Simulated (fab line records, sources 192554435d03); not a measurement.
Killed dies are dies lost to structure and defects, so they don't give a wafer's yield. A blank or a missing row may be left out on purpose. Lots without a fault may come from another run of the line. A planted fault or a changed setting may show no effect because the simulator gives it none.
A struck lot beside a sound one | flow n5_finfet | 36 steps out of a route of 1938
Sound: wafers L791.1, L791.3, L791.4. Struck: wafer L778.5. (L778.4 of the same lot was not struck and is left out.) The cause comes at the end.
At each step with rows: each side's tool, then ch and its chambers, then its first start. Under that, the readings that differ: sound wafers | struck wafers | difference of the means | sigmas: that difference in standard deviations of wafers without a fault.
alike: readings whose means differ by less than 2 such deviations, and words and numbers that are the same on both sides. not compared: withheld readings, readings that some wafer has no value for, bounds like >300 that may hide the same value, and numbers for which the record gives no deviation and whose values overlap.
The two part at a step that has a row with sigmas, a row that says differs or no value, or rows on one side only. Numbers that don't overlap but have no deviation are shown without sigmas and don't part them. A reading that every wafer of one side lacks parts them only if that side has two wafers or more.

first, 9 steps without rows for these wafers: N5_BEOL_M4_ANNEAL_95 (time 240 s); N5_BEOL_M4_SPUTTER_96 (material Cu, target thk 4.5 nm, time 8.29 s); N5_BEOL_M4_ECD_50 (material Cu, target thk 300 nm); N5_BEOL_M4_ANNEAL_51 (time 90 s); N5_BEOL_M4_CMP_52 (polishes, stops on SiOC, t overpolish 6.8 s, target thk 40 nm); N5_BEOL_M4_PRE_CLEAN_60 (time 15 s); N5_BEOL_M4_CO_CAP_55 (material Co, precursor CCTBA/H2, target thk 2 nm, time 102.1 s); N5_BEOL_M4_PRE_CLEAN_56 (time 15 s); N5_BEOL_M4_DEP_57 (deposits SiCN from 3MS/NH3, target thk 8 nm, time 14 s).
N5_BEOL_M4_RC_MEAS_101:
  sound on prober-01 ch 0, day 13 12:22; struck on prober-02 ch 0, day 10 09:40
  alike: DIBL_N, DIBL_P, IOFF_N, IOFF_P, ION_N, ION_P, SS_N, SS_P, VT_N, VT_P
then, 24 steps without rows for these wafers: N5_BEOL_M5_ILD_DEP_00 (deposits SiCOH lowk from DEMS/porogen, target thk 140.64 nm, time 25.9 s); N5_BEOL_M5_CURE_79 (cures SiCOH lowk, time 240 s); N5_BEOL_M5_PECVD_70 (deposits SiO2 from TEOS/O2, target thk 16 nm, time 18 s); N5_BEOL_M5_HM_DEP_02 (deposits TiN, target thk 20 nm); N5_BEOL_M5_COAT_59 (time 60 s, resist thk 60 nm); N5_BEOL_M5_COAT_60 (time 60 s, resist thk 12 nm); N5_BEOL_M5_COAT_71 (time 60 s, resist thk 5 nm); N5_BEOL_M5_COAT_05 (resist thk 30 nm); N5_BEOL_M5_EBR_07; N5_BEOL_M5_SOFTBAKE_06 (time 60 s); N5_BEOL_M5_EXPOSE_08 (exposes mask M5, target cd 28 nm); N5_BEOL_M5_PEB_09 (peb time 60 s); N5_BEOL_M5_DEVELOP_10 (develop time 30 s); N5_BEOL_M5_DESCUM_16 (chemistry O2, time 7 s); N5_BEOL_M5_ETCH_72 (etches underlayer in N2/H2, target depth 6.5 nm, time 5.2 s); N5_BEOL_M5_ETCH_61 (etches SiARC in CF4, target depth 15.6 nm, time 26 s); N5_BEOL_M5_ETCH_62 (etches SOC in N2/H2, target depth 75 nm, overetch 15 nm, time 112.5 s); N5_BEOL_M5_STRIP_63 (strips in N2/H2); N5_BEOL_M5_STRIP_73 (strips in N2/H2); N5_BEOL_M5_STRIP_64 (strips in CF4); N5_BEOL_M5_HM_OPEN_17 (chemistry Cl2/BCl3, target TiN, target depth 20 nm, overetch 6 nm); N5_BEOL_M5_STRIP_19 (strips in O2); N5_BEOL_M5_COAT_65 (time 60 s, resist thk 60 nm); N5_BEOL_M5_COAT_66 (time 60 s, resist thk 12 nm).
-- the record jumps here: 4 days lie between the struck wafers' starts before and after (it left off in module BEOL_M5 and takes up again in module PASSIVATION, whose first step shown is number 1930 of the route) --
N5_PASSIVATION_ETCH_54: etches SiO2 in CHF3/O2, target depth 880 nm, time 440 s.
  sound on rie_diel-03 ch 1,2,3, day 17 19:58; struck on rie_diel-06 ch 1, day 14 15:10
  reading                                 | sound             | struck | difference | sigmas
  model.PASSIVATION.feature_depth_nm (nm) | 852.2 851.4 851.6 | 682.8  | -168.9     |
  model.etch.depth_nm (nm)                | 852.2 851.4 851.6 | 682.8  | -168.9     |
  alike: O2_flow_sccm, drypump_motor_current_A, oes_product_au, rf_fwd_power_W, rf_vpp_V, showerhead_plenum_p_Torr, throttle_valve_pct
  not compared: rf_hours_counter_h
N5_PASSIVATION_PROBE_49:
  sound on prober-01, day 17 23:47; struck on prober-02, day 14 18:09
  reading                  | sound          | struck | difference | sigmas
  defect_limited_yield (%) | 90.3 92.9 92.2 | 0      | -92        | -66
  killed_at_M4_up          | 17 16 12       | 5      | -10        | -2
  killed_at_other          | 1 4 5          | 1106   | +1103      | +99 or more
  killed_dies              | 114 84 92      | 1180   | +1083      | +68
  killed_on_rim            | 20 14 10       | 152    | +137       | +33
  sort_bin_5_function (%)  | 5.0 4.7 4.6    | 96.8   | +92.0      | +99 or more
  sort_n_pass              | 1066 1096 1088 | 0      | -1083      | -68
  sort_yield_pct (%)       | 90.3 92.9 92.2 | 0      | -92        | -66
  alike: killed_at_M0_to_M3, killed_at_contacts, killed_at_front_end, killed_open, killed_short, sort_bin_4_leakage, sort_bin_6_memory

WHERE THEY PART
Only at N5_PASSIVATION_PROBE_49, within this record.

WHY: what the simulator had put in
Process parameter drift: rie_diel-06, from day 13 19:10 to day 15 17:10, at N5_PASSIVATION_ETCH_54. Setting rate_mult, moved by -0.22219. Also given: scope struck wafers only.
